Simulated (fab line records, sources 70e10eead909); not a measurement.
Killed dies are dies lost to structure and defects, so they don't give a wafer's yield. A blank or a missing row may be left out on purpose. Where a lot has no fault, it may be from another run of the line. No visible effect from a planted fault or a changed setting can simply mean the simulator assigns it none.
The tool behind it: which one?    flow nandHarc    7 lots, 21 wafers sampled, at 3 steps of a route of 1302

## WHAT THE GAUGES READ, wafer by wafer
NHARC_THIN_TSV_CD_MEAS_33: the cd target is 5000 nm.
lot   measured      on        cdNm (nm)
L696  day 25 16:05  cdSem-03  4996.7 4997.4 4996.7
L695  day 25 17:32  cdSem-02  4996.5 4998.1 5001.5
L698  day 26 06:42  cdSem-03  4998.0 4999.6 4998.6
L700  day 27 18:16  cdSem-01  5003.2 4998.9 4999.7
L706  day 29 23:11  cdSem-03  4996.9 4998.0 4999.2
L712  day 31 23:44  cdSem-03  5003.4 5001.3 4999.7
L715  day 34 03:37  cdSem-01  5001.6 5000.9 5001.5

## WHICH TOOL RAN EACH LOT (tool, then ch and the chambers of the sampled wafers, then the start)
lot   NHARC_A_STAIRCASE_DEP_322        NHARC_THIN_TSV_PRE_CLEAN_50
L696  pecvd-02 ch 1,2, day 18 23:27    pvdSputter-02, day 25 16:05 or earlier
L695  pecvd-04 ch 0,1,2, day 18 23:44  pvdSputter-03, day 25 17:32 or earlier
L698  pecvd-01 ch 0,1,2, day 20 09:58  pvdSputter-02, day 26 06:42 or earlier
L700  pecvd-01 ch 0,1,2, day 21 11:43  pvdSputter-03, day 27 18:16 or earlier
L706  pecvd-04 ch 1,2, day 24 05:46    pvdSputter-03, day 29 23:11 or earlier
L712  pecvd-01 ch 0,1,2, day 26 00:28  pvdSputter-02, day 31 23:44 or earlier
L715  pecvd-04 ch 1,2, day 28 04:46    pvdSputter-02, day 34 03:37 or earlier
- NHARC_A_STAIRCASE_DEP_322: deposits SiO2, target thk 7200 nm.
- NHARC_THIN_TSV_PRE_CLEAN_50: time 30 s.

## THE ANSWER, worked out from the rows above alone
Rule: the usual values come from the lots themselves. Put in order of their means at a reading, lots are off if they are a third of the lots or fewer, leave a main group of 4 or more, and stand apart from it by a gap of 3 or more times the standard deviation of the main group's means; of several such gaps the widest counts. Not used: any main group whose means are identical at the precision the tables above print for the reading. Also off: a lot with no number at a reading for which 4 or more lots have one. The other lots that the step has rows for count as sound.
No lot is off on any of the readings shown, so nothing can be concluded from this.

## WHAT WAS PUT IN BY THE SIMULATOR
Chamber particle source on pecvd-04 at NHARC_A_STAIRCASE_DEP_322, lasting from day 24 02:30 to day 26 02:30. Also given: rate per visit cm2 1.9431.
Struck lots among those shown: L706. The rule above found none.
